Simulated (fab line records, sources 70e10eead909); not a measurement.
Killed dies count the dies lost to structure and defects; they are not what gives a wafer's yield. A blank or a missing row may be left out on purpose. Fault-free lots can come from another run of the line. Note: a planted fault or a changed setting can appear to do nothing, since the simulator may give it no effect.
fab line records	flow nandHarc
[record] lots = 6	wafers = 18	lastDay = 25
route steps=1159 shown P_ZERO_WELL@15
lots untouched by any fault: they come from a run of this same line in which no faults occurred
startH: hours from the record's opening day to when the first of the lot's shown wafers began	waitH: time in hours since the lot's previous step	" as in the row above	L1.1+2: one row covering several wafers at once	- either no value or no given start	* or withheld: withheld	< > ~ a bound
route shown NAME@n: a module of which the file shows steps, and the number in the route of the first	usual: mean/standard deviation of fault-free wafers	same: alike in all rows	chamber/n: place in a boat	sites: the reading at each site	_std_site: the standard deviation of these	_edge_site: mean of outer sites minus mean of inner sites	radiusMm: how far each site lies from the wafer's centre	mask NAME#n: copy n	behind: the most recent tool/chamber to have shaped the wafer	hold: the reason the lot was held/the length of the hold in hours/how it ended	device: names the non-switching transistor (n, p or np)	end of line: at the end of the route, the tests of the same wafers	a step with no rows: only its recipe	killed: the dies lost at the first sort to structure and to defects; this is not the yield of the wafer	map: dies across one wafer; x = killed, . = not, _ = none there
set.NAME: the setting as run; set.NAME@STEP: as run at that earlier step	model.NAME: the simulator's own value behind a step, which no gauge read
a table for each step, a row for each wafer; lots at some steps of the route
services: the hour from which a tool's chamber was out of use, counted from the record's first day as startH (under 0 if before that day), plus the number of hours and why
[[steps]]
[step NHARC_P_ZERO_WELL_HARDBAKE_12]
[recipe] tempC = 118	timeS = 65
[step NHARC_P_ZERO_WELL_DESCUM_13]
[recipe] timeS = 3	o2FlowSccm = 200	arFlowSccm = 0	biasPowerW = 0	chemistry = O2
[usual] drypumpMotorCurrentA = 5.8/0.45	mfcArSccm = 0.008/0.015	oesProductAu = 0.998/0.015	rfVppV = 58.0/0.92	showerheadPlenumPTorr = 1.97/0.078	throttleValvePct = 11.311/0.0093
[same] biasPowerW = 0	timeS = 3
lot.wafer	tool	chamber	startH	waitH	drypumpMotorCurrentA	mfcArSccm	oesProductAu	rfHoursCounterH	rfVppV	showerheadPlenumPTorr	throttleValvePct
L519.4	rieDiel-08	0	13.40	-	5.7	0.031	0.980	3.6	59.1	2.04	11.315
L519.2	"	2	"	"	5.5	0	0.998	3.9	58.8	2.01	11.319
L519.6	"	0	"	"	5.7	0.031	0.989	-	57.0	2.04	11.311
L522.4	rieDiel-08	3	31.28	-	6.4	0	0.994	5.6	58.2	2.01	11.299
L522.5	"	3	"	"	6.4	0	0.989	-	59.5	2.01	11.312
L522.6	"	0	"	"	5.7	0.031	0.987	-	57.3	2.04	11.318
L532.2	rieDiel-11	2	91.33	-	5.8	0	0.990	6.4	59.2	1.95	11.309
L532.4	"	3	"	"	5.7	0	1.008	6.4	57.8	1.98	11.319
L532.3	"	0	"	"	5.6	0.007	0.993	5.4	59.5	1.85	11.337
L537.1	rieDiel-07	2	121.27	-	5.0	0.043	1.019	4.4	58.0	2.05	11.307
L537.2	"	3	"	"	6.5	0	0.989	6.7	58.5	2.03	11.313
L537.3	"	0	"	"	5.2	0.027	1.011	6.6	56.1	1.81	11.316
L539.4	rieDiel-11	1	133.42	-	5.9	0	0.959	10.0	57.8	1.97	11.325
L539.6	"	2	"	"	5.8	0	0.997	-	59.2	1.95	11.323
L539.5	"	3	"	"	5.8	0	0.985	-	58.7	1.98	11.326
L542.2	rieDiel-11	0	151.45	-	5.6	0.007	0.990	11.1	56.7	1.85	11.311
L542.3	"	2	"	"	5.8	0	0.995	12.1	58.1	1.95	11.325
L542.6	"	1	"	"	6.0	0	0.985	-	57.8	1.97	11.314
[step NHARC_P_ZERO_WELL_ETCH_65]
[recipe] targetDepthA = 800	overetchA = 240	timeS = 87.88	ionEnergyEv = 200	n2FlowSccm = 150	h2FlowSccm = 150	arFlowSccm = 0	rfW = 400	biasW = 150	chemistry = N2/H2
[usual] drypumpMotorCurrentA = 5.8/0.44	mfcArSccm = 0.008/0.014	oesProductAu = 0.998/0.014	rfVppV = 432.0/2.5	showerheadPlenumPTorr = 2.10/0.088	throttleValvePct = 14.171/0.0095
[same] timeS = 87.88
lot.wafer	tool	chamber	startH	waitH	drypumpMotorCurrentA	mfcArSccm	oesProductAu	rfHoursCounterH	rfVppV	showerheadPlenumPTorr	throttleValvePct
L519.4	rieDiel-08	2	13.49	0.1	5.5	0	0.998	3.9	434.1	2.14	14.179
L519.2	"	3	"	"	6.4	0	0.990	4.1	433.8	2.15	14.169
L519.6	"	1	"	"	6.1	0	0.994	-	427.3	1.97	14.183
L522.4	rieDiel-08	1	31.38	0.1	6.1	0	0.983	5.1	429.0	1.97	14.156
L522.5	"	2	"	"	5.4	0	1.002	-	432.9	2.14	14.164
L522.6	"	3	"	"	6.5	0	0.990	-	433.4	2.15	14.158
L532.2	rieDiel-11	3	91.42	0.1	5.8	0	1.000	6.4	434.4	2.11	14.171
L532.3	"	0	"	"	5.6	0.007	0.987	5.4	429.5	1.97	14.181
L532.4	"	1	"	"	6.0	0	0.972	6.0	431.5	2.10	14.176
L537.1	rieDiel-07	3	121.35	0.1	6.5	0	0.990	6.7	434.9	2.17	14.159
L537.2	"	0	"	"	5.2	0.027	1.031	6.6	427.8	1.92	14.174
L537.3	"	2	"	"	5.0	0.043	1.022	4.4	433.9	2.19	14.170
L539.4	rieDiel-11	2	133.50	0.1	5.8	0	1.001	10.4	431.3	2.08	14.172
L539.5	"	3	"	"	5.8	0	1.005	-	431.4	2.11	14.172
L539.6	"	0	"	"	5.6	0.007	0.990	-	427.1	1.97	14.171
L542.3	rieDiel-11	3	151.55	0.1	5.8	0	0.989	11.7	431.4	2.11	14.159
L542.2	"	1	"	"	5.9	0	0.979	12.0	432.3	2.10	14.170
L542.6	"	3	"	"	5.8	0	0.999	-	432.6	2.11	14.166
[step NHARC_P_ZERO_WELL_ETCH_62]
[recipe] targetDepthA = 130	timeS = 6.5	chf3FlowSccm = 50	arFlowSccm = 200	rfW = 500	biasW = 200	chemistry = CHF3/Ar
[usual] drypumpMotorCurrentA = 5.8/0.45	mfcArSccm = 200.0/0.57	oesProductAu = 0.961/0.019	rfVppV = 371.9/2.3	showerheadPlenumPTorr = 2.41/0.094	throttleValvePct = 20.216/0.0091
[same] timeS = 6.5
lot.wafer	tool	chamber	startH	waitH	drypumpMotorCurrentA	mfcArSccm	oesProductAu	rfHoursCounterH	rfVppV	showerheadPlenumPTorr	throttleValvePct
L519.4	rieDiel-08	1	-	-	6.1	200.0	0.983	3.3	368.7	2.27	20.206
L519.2	"	3	"	"	6.4	201.1	0.963	4.1	373.9	2.46	20.228
L519.6	"	0	"	"	5.7	199.5	0.952	-	373.4	2.49	20.225
L522.4	rieDiel-08	2	-	-	5.5	199.9	0.931	5.5	373.1	2.45	20.207
L522.6	"	3	"	"	6.4	200.4	0.935	-	374.4	2.46	20.204
L522.5	"	0	"	"	5.7	199.9	0.912	-	374.6	2.49	20.211
L532.3	rieDiel-11	1	-	-	6.0	199.7	0.949	6.0	371.3	2.41	20.229
L532.4	"	2	"	"	5.8	199.5	0.966	6.5	372.0	2.39	20.222
L532.2	"	3	"	"	5.8	199.6	0.959	6.4	370.6	2.42	20.199
L537.2	rieDiel-07	3	-	-	6.5	199.9	0.963	6.8	374.0	2.48	20.217
L537.1	"	0	"	"	5.2	200.3	0.994	6.7	367.4	2.22	20.210
L537.3	"	2	"	"	5.0	199.6	0.981	4.4	373.0	2.50	20.211
L539.4	rieDiel-11	3	-	-	5.8	200.1	0.959	10.1	373.3	2.42	20.209
L539.5	"	2	"	"	5.9	199.8	0.961	-	372.3	2.38	20.218
L539.6	"	3	"	"	5.8	199.0	0.961	-	371.7	2.42	20.218
L542.3	rieDiel-11	3	-	-	5.7	199.8	0.976	11.8	373.1	2.42	20.212
L542.2	"	0	"	"	5.6	200.6	0.947	11.1	369.9	2.27	20.202
L542.6	"	3	"	"	5.8	199.1	0.973	-	372.8	2.42	20.222
[step NHARC_P_ZERO_WELL_ETCH_63]
[recipe] targetDepthA = 1200	timeS = 40.1	hbrFlowSccm = 150	cl2FlowSccm = 50	rfW = 400	icpW = 400	biasW = 100	chemistry = HBr/Cl2
[usual] drypumpMotorCurrentA = 5.8/0.48	hbrFlowSccm = 150.0/0.46	oesProductAu = 0.995/0.012	throttleValvePct = 26.406/0.0089
[same] timeS = 40.1
lot.wafer	tool	chamber	startH	waitH	drypumpMotorCurrentA	hbrFlowSccm	oesProductAu	rfHoursCounterH	throttleValvePct
L519.2	rieSi-02	0	13.66	-	4.9	149.9	0.994	1.0	26.408
L519.4	"	2	"	"	5.2	149.6	1.013	1.0	26.392
L519.6	"	0	"	"	4.9	149.3	0.989	-	26.413
L522.4	rieSi-03	0	31.56	-	6.2	149.7	1.005	0.5	26.416
L522.6	"	2	"	"	5.8	150.3	0.991	-	26.410
L522.5	"	3	"	"	6.2	150.5	0.990	-	26.402
L532.4	rieSi-03	3	91.58	-	6.3	149.3	0.989	0.9	26.392
L532.2	"	1	"	"	6.0	149.4	1.004	0.9	26.415
L532.3	"	2	"	"	5.8	150.4	0.979	1.0	26.409
L537.3	rieSi-06	3	121.52	-	6.1	149.8	1.004	1.2	26.405
L537.1	"	1	"	"	5.2	149.4	0.967	1.0	26.414
L537.2	"	2	"	"	6.2	150.7	0.999	0.9	26.408
L539.4	rieSi-03	0	133.66	-	6.2	150.6	1.006	1.6	26.412
L539.6	"	3	"	"	6.3	150.2	0.991	-	26.397
L539.5	"	0	"	"	6.2	150.4	1.006	-	26.401
L542.2	rieSi-06	1	151.73	-	5.2	150.0	0.977	1.3	26.394
L542.3	"	3	"	"	6.1	149.8	0.995	1.3	26.397
L542.6	"	0	"	"	5.9	149.9	0.983	-	26.414
[step NHARC_P_ZERO_WELL_STRIP_15]
[recipe] timeS = 900	tempC = 130	chemistry = SPM
[step NHARC_P_ZERO_WELL_DEHYDRATE_16]
[recipe] tempC = 150	timeS = 120
[step NHARC_P_ZERO_WELL_HMDS_17]
[recipe] timeS = 30
[step NHARC_P_ZERO_WELL_COAT_18]
[recipe] spinRpm = withheld
[step NHARC_P_ZERO_WELL_SOFTBAKE_19]
[recipe] tempC = 122	timeS = 95
[step NHARC_P_ZERO_WELL_EBR_20]
[step NHARC_P_ZERO_WELL_EXPOSE_21]
[recipe] na = 0.6	targetCdNm = 720	doseMj = 22.31	maskId = P_NWELL
[step NHARC_P_ZERO_WELL_PEB_22]
[recipe] pebTempC = 118	pebTimeS = 85
[usual] exhaustPa = 44.9/0.81	heaterPowerTotalW = 163.96/0.28	plateTempC = 117.99/0.14
lot.wafer	tool	chamber	startH	waitH	exhaustPa	heaterPowerTotalW	plateTempC
L519.2	lithoTrack-02	0	14.49	0.1	45.8	164.20	118.21
L519.4	"	0	"	"	44.5	163.67	118.16
L519.6	"	0	"	"	44.0	163.74	118.11
L522.4	lithoTrack-03	0	32.38	0.0	43.9	164.16	117.96
L522.5	"	0	"	"	44.6	163.96	118.02
L522.6	"	0	"	"	45.0	163.68	118.17
L532.2	lithoTrack-02	0	92.29	0.1	45.1	137.86	103.86
L532.3	"	0	"	"	45.4	138.32	103.83
L532.4	"	0	"	"	43.8	138.27	104.02
L537.1	lithoTrack-02	0	122.36	0.1	45.8	137.89	103.87
L537.2	"	0	"	"	45.3	138.20	103.88
L537.3	"	0	"	"	44.8	138.06	103.68
L539.4	lithoTrack-05	0	134.49	0.0	46.3	163.64	118.17
L539.5	"	0	"	"	42.7	164.29	118.15
L539.6	"	0	"	"	45.4	163.72	118.02
L542.2	lithoTrack-05	0	152.57	0.1	45.1	164.42	117.87
L542.3	"	0	"	"	45.4	163.78	118.00
L542.6	"	0	"	"	45.0	164.14	117.88
[step NHARC_P_ZERO_WELL_DEVELOP_23]
[recipe] timeS = 70
[step NHARC_P_ZERO_WELL_CD_MEAS_24]
[recipe] targetCdNm = 720	landingEnergyEv = 500
[usual] cdNm = 719.9/2.7
lot.wafer	tool	chamber	startH	waitH	cdNm
L519.2	cdSem-02	0	14.58	-	722.9
L519.4	"	0	"	"	719.5
L519.6	"	0	"	"	721.1
L522.4	cdSem-01	0	32.47	-	724.5
L522.5	"	0	"	"	721.4
L522.6	"	0	"	"	720.9
L532.2	cdSem-02	0	92.39	-	666.1
L532.3	"	0	"	"	666.2
L532.4	"	0	"	"	667.3
L537.1	cdSem-03	0	122.45	-	667.6
L537.2	"	0	"	"	669.3
L537.3	"	0	"	"	669.4
L539.4	cdSem-01	0	134.58	-	711.9
L539.5	"	0	"	"	719.2
L539.6	"	0	"	"	716.8
L542.2	cdSem-02	0	152.66	-	715.6
L542.3	"	0	"	"	716.4
L542.6	"	0	"	"	717.8
[step NHARC_P_ZERO_WELL_HARDBAKE_25]
[recipe] tempC = 125	timeS = 80
[step NHARC_P_ZERO_WELL_DESCUM_26]
[recipe] timeS = 3	o2FlowSccm = 200	arFlowSccm = 0	biasPowerW = 0	chemistry = O2
[usual] drypumpMotorCurrentA = 5.8/0.4	mfcArSccm = 0.006/0.013	oesProductAu = 0.999/0.013	rfVppV = 58.0/0.85	showerheadPlenumPTorr = 1.96/0.076	throttleValvePct = 11.311/0.008
[same] biasPowerW = 0	timeS = 3
lot.wafer	tool	chamber	startH	waitH	drypumpMotorCurrentA	mfcArSccm	oesProductAu	rfHoursCounterH	rfVppV	showerheadPlenumPTorr	throttleValvePct	model.P_ZERO_WELL.cdNm
L519.2	rieDiel-08	0	14.78	-	5.7	0.031	0.991	3.6	58.5	2.04	11.311	723.6
L519.4	"	1	"	"	6.2	0	1.004	3.3	58.6	1.85	11.315	719.1
L519.6	"	3	"	"	6.4	0	1.002	-	58.4	2.01	11.309	721.2
L522.4	rieDiel-08	2	32.66	-	5.5	0	1.010	5.5	56.3	2.01	11.302	724
L522.5	"	3	"	"	6.5	0	0.991	-	58.0	2.01	11.324	721
L522.6	"	0	"	"	5.7	0.031	0.995	-	57.5	2.04	11.331	721.3
L532.2	rieDiel-07	0	92.54	-	5.2	0.027	1.023	5.4	57.8	1.81	11.330	666.1
L532.4	"	1	"	"	5.6	0	0.986	4.3	58.6	2.04	11.309	668
L532.3	"	2	"	"	4.9	0.043	1.011	2.8	59.1	2.05	11.320	666.3
L537.1	rieDiel-11	0	122.61	-	5.6	0.007	0.990	8.6	56.6	1.85	11.306	668
L537.2	"	1	"	"	6.0	0	0.975	9.7	57.8	1.97	11.318	669.1
L537.3	"	3	"	"	5.7	0	1.010	9.5	59.2	1.98	11.310	669.5
L539.6	rieDiel-08	2	134.78	-	5.5	0	0.988	-	57.2	2.00	11.291	716.6
L539.4	"	3	"	"	6.5	0	0.988	-	58.3	2.01	11.317	712.2
L539.5	"	1	"	"	6.1	0	1.000	-	57.9	1.85	11.307	719.4
L542.3	rieDiel-08	2	152.82	-	5.5	0	0.987	1.4	58.4	2.00	11.305	715.6
L542.2	"	3	"	"	6.4	0	0.992	1.4	57.6	2.01	11.305	715.4
L542.6	"	2	"	"	5.5	0	0.985	-	57.8	2.00	11.297	717.6
[step NHARC_P_ZERO_WELL_IMPLANT_27]
[recipe] energyKev = 600	doseCm2 = 1e+13	tiltDeg = 7
[[services]]
tool	chamber	startH	hours	kind
lithoTrack-02	-	-10.00	7.0	pm
rieDiel-11	0	-8.50	-	clean
rieDiel-11	1	-8.50	-	clean
rieDiel-11	2	-8.50	-	clean
rieDiel-11	3	-8.50	-	clean
rieSi-06	-	6.00	9.0	pm
rieSi-03	1	8.26	6.5	repair
rieSi-03	-	9.87	0.6	repair
rieDiel-11	-	12.52	9.0	pm
rieSi-03	-	13.29	0.5	repair
rieSi-02	-	34.00	9.0	pm
lithoTrack-03	-	38.00	7.0	pm
rieDiel-07	-	51.33	9.0	pm
rieDiel-11	0	54.80	4.0	repair
rieDiel-07	2	60.78	8.5	repair
lithoTrack-05	-	62.00	7.0	pm
rieSi-06	2	62.60	7.8	repair
rieDiel-08	-	78.83	0.8	repair
rieSi-03	-	93.40	0.8	repair
rieDiel-08	0	94.04	132.0	repair
rieDiel-07	-	101.47	1.5	repair
rieDiel-08	-	124.88	9.0	pm
rieDiel-08	1	141.25	6.0	repair
rieDiel-07	0	148.06	1.9	repair
[[key]]
[firstSign] step = NHARC_P_ZERO_WELL_PEB_22	reading = plateTempC	direction = down	sigmas = 99+	usual = *	struck = *
[effect] step = NHARC_P_ZERO_WELL_PEB_22	reading = heaterPowerTotalW	direction = down	sigmas = 92	usual = *	struck = *
[effect] step = NHARC_P_ZERO_WELL_CD_MEAS_24	reading = cdNm	direction = down	sigmas = 19	usual = 719.9	struck = 667.7
[modelEffect] step = NHARC_P_ZERO_WELL_DESCUM_26	value = P_ZERO_WELL.cdNm	without = 718.5	struck = 667.8
metAt NHARC_P_ZERO_WELL_PEB_22
struckWafers L532.2,L532.3,L532.4,L537.1,L537.2,L537.3
testerLeftOut L532,L537
onsetBetween 14.49 92.29
[fault] kind = processParameterDrift	tool = lithoTrack-02	chamber = -	onsetH = 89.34	steps = NHARC_P_ZERO_WELL_PEB_22	channel = pebTempC	offset = *	shape = step	endH = 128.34	actsIn = *	stated = *
// testerLeftOut: of these lots the tester's yield and bins aren't shown, on N5 and GAA mostly nor the transistor test; their killed dies are dies lost to structure and defects alone, not to doping, threshold or leakage, so they don't give the yield
